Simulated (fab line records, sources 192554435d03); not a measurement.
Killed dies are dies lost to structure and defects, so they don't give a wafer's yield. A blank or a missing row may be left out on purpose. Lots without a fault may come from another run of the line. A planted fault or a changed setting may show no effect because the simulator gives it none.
One fault seen from 2 desks | flow n5_finfet | each desk has only its own numbers; what lay behind them comes last

THE DEFECT DESK
What the inspections along the route counted, lot by lot: means of the sampled wafers that have a number. A lot is out of limits, marked OUT, if its mean lies more than 4 standard deviations from the usual mean; the brackets give that distance.
Columns: A = raw_defect_count at N5_BEOL_M9_INSPECT_30, usual 452
lot  | first seen here | A
L264 | day 11 14:42    | 596
L268 | day 12 14:19    | 467
L273 | day 13 23:14    | 468
L276 | day 14 08:17    | 647
L274 | day 14 08:35    | 331
L280 | day 15 14:22    | 604
L279 | day 15 14:49    | 497
L281 | day 15 16:54    | 371
L282 | day 16 05:56    | 629
L284 | day 16 14:11    | 430
L286 | day 16 22:45    | 386
L285 | day 16 22:47    | 455
This desk's finding: nothing out of limits on any of the 12 lots.

THE TOOL OWNER'S DESK: litho_track-03
The tool's own readings at N5_BEOL_M9_COAT_63 (time 60 s, resist thk 60 nm): means of the sampled wafers that have a number, for each lot that ran on this tool. A lot is out of limits, marked OUT, if its mean lies more than 4 standard deviations from the usual mean; the brackets give that distance.
Columns: A = resist_line_temp_C at N5_BEOL_M9_COAT_63, usual 23.02 C; B = spin_speed_rpm at N5_BEOL_M9_COAT_63, usual 1500.2 rpm
lot  | first seen here | A     | B
L268 | day 12 13:48    | 22.96 | 1499.5
L273 | day 13 22:33    | 22.97 | 1714.0 (+99 or more) OUT
L274 | day 14 08:07    | 22.96 | 1715.3 (+99 or more) OUT
L285 | day 16 22:24    | 23.00 | 1501.5
This desk's finding: out of limits on L273, L274; first on L273, day 13 22:33 (spin_speed_rpm at N5_BEOL_M9_COAT_63). In limits: L268, L285.

PUT TOGETHER
The tool owner's desk could have raised an alarm at day 13 22:33, on L273, L274.
The defect desk saw nothing out of limits.
The defect desk has L273, L274 on record, within its limits.
Of the lots named, all ran N5_BEOL_M9_COAT_63 on litho_track-03.

WHAT THE SIMULATOR HAD PUT IN
Process parameter drift: litho_track-03, from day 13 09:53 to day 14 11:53, at N5_BEOL_M9_COAT_63. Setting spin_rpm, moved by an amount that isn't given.
Lots struck among those shown: L273, L274.
Hours from the fault's start to each desk's first reading out of limits: the tool owner's desk, 13.
